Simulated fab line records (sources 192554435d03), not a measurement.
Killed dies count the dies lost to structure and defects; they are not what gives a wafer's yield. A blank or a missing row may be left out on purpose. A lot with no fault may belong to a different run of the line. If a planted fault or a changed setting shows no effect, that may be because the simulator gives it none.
Struck lot and sound lot, side by side -- flow n5_finfet -- 39 out of 1938 route steps
Sound: wafers L272.4, L272.5, L272.6. Wafers struck: L281.2, L281.4, L281.6. The cause is given at the end.
Each step with rows lists, per side, the tool, then ch with its chambers, then its first start. Under that, the readings that differ: sound wafers -- struck wafers -- difference of the means -- sigmas: that difference in standard deviations of wafers without a fault.
alike: words and numbers the same on both sides, and readings whose means are apart by under 2 such deviations; not compared: readings that were withheld, readings missing a value for some wafer, numbers with overlapping values and no deviation given by the record, and bounds like >300 which may hide the same value.
The two part at a step that has a row with sigmas, a row that says differs or no value, or rows on one side only. Non-overlapping numbers with no deviation appear without sigmas and do not part them. A reading missing from all wafers of one side parts the sides only when that side holds two or more wafers.

first, 11 steps without rows for these wafers: N5_BEOL_M4_STRIP_65 (strips in N2/H2); N5_BEOL_M4_STRIP_75 (strips in N2/H2); N5_BEOL_M4_STRIP_66 (strips in CF4); N5_BEOL_M4_HM_OPEN_17 (chemistry Cl2/BCl3, target TiN, target depth 20 nm, overetch 6 nm); N5_BEOL_M4_STRIP_19 (strips in O2); N5_BEOL_M4_COAT_67 (time 60 s, resist thk 60 nm); N5_BEOL_M4_COAT_68 (time 60 s, resist thk 12 nm); N5_BEOL_M4_COAT_76 (time 60 s, resist thk 5 nm); N5_BEOL_M4_COAT_22 (resist thk 30 nm); N5_BEOL_M4_EBR_24; N5_BEOL_M4_SOFTBAKE_23 (time 60 s).
N5_BEOL_M4_EXPOSE_25: exposes mask V3, defocus 5 nm.
  sound on euv_scanner-01 ch 0, day 8 06:31; struck on euv_scanner-01 ch 0, day 10 20:31
reading,sound,struck,difference,sigmas
model.BEOL_M4.overlay_x_nm (nm),-0.4 -0.4 -0.4,11 11 11,+11,
  alike: mask
then, 2 steps without rows for these wafers: N5_BEOL_M4_PEB_26 (peb time 60 s); N5_BEOL_M4_DEVELOP_27 (develop time 30 s).
N5_BEOL_M4_OVL_MEAS_29:
  sound on overlay-02 ch 0, day 8 06:41; struck on overlay-01 ch 0, day 10 20:41
reading,sound,struck,difference,sigmas
V3_OVL (nm),-0.3 0.3 -0.3,12.0 12.0 12.3,+12.2,+18
then, 22 steps without rows for these wafers: N5_BEOL_M4_DESCUM_33 (chemistry O2, time 7 s); N5_BEOL_M4_ETCH_77 (etches underlayer in N2/H2, target depth 6.5 nm, time 5.2 s); N5_BEOL_M4_ETCH_69 (etches SiARC in CF4, target depth 15.6 nm, time 26 s); N5_BEOL_M4_ALD_98 (deposits SiO2, target thk 2.5 nm, pulse time 1 s, co reactant pulse time 1 s); N5_BEOL_M4_ETCHBACK_99 (etches SiO2 in CHF3, target depth 5 nm, time 10.4 s); N5_BEOL_M4_ETCH_70 (etches SOC in N2/H2, target depth 80 nm, overetch 24 nm, time 130 s); N5_BEOL_M4_STRIP_71 (strips in N2/H2); N5_BEOL_M4_STRIP_78 (strips in N2/H2); N5_BEOL_M4_VIA_ETCH_34 (etches the open film in C4F6/O2, target depth 69.4 nm, time 65.9 s); N5_BEOL_M4_STRIP_83 (strips in C4F6/O2); N5_BEOL_M4_STRIP_36 (strips in N2/H2); N5_BEOL_M4_TRENCH_ETCH_37 (etches SiOC in C4F6/O2, target depth 55.555 nm, time 29.2 s); N5_BEOL_M4_ETCH_41 (etches SiCN in CH3F/O2, target depth 29.9 nm, time 52.5 s); N5_BEOL_M4_STRIP_97 (strips in N2/H2, time 10 s); N5_BEOL_M4_HM_STRIP_39 (strips TiN in peroxide tin strip, target depth 25 nm, time 158 s); N5_BEOL_M4_SRD_40 (time 30 s); N5_BEOL_M4_PRECLEAN_42 (cleans in residue remover, time 60 s); N5_BEOL_M4_SRD_43 (time 30 s); N5_BEOL_M4_DEGAS_44 (time 60 s); N5_BEOL_M4_PRE_CLEAN_45 (time 30 s); N5_BEOL_M4_ALD_84 (deposits TaN, pulse time 2 s, purge time 3 s, co reactant purge time 2 s); N5_BEOL_M4_SURFACE_TREAT_85.
N5_BEOL_M4_RC_MEAS_101:
  sound on prober-02 ch 0, day 8 13:20; struck on prober-02 ch 0, day 12 03:14
reading,sound,struck,difference,sigmas
ION_N (uA/um),656 673 660,687 682 677,+19,+2
SS_N (mV/dec),70.1 70.7 70.4,71.1 72.3 71.4,+1.2,+2
SS_P (mV/dec),72.4 72.5 72.5,73.7 73.6 73.5,+1.1,+2
  alike: DIBL_N, DIBL_P, IOFF_N, IOFF_P, ION_P, VT_N, VT_P
-- the record jumps here: 4 days lie between the struck wafers' starts before and after (it left off in module BEOL_M4 and takes up again in module PASSIVATION, whose first step shown is number 1936 of the route) --
N5_PASSIVATION_PROBE_49:
  rows exist in the record for the struck wafers here (prober-02, day 16 14:56), but not for the sound ones

== WHERE THEY PART ==
At N5_BEOL_M4_OVL_MEAS_29 first; at N5_PASSIVATION_PROBE_49 last (within this record only).

WHY: what had been put in by the simulator
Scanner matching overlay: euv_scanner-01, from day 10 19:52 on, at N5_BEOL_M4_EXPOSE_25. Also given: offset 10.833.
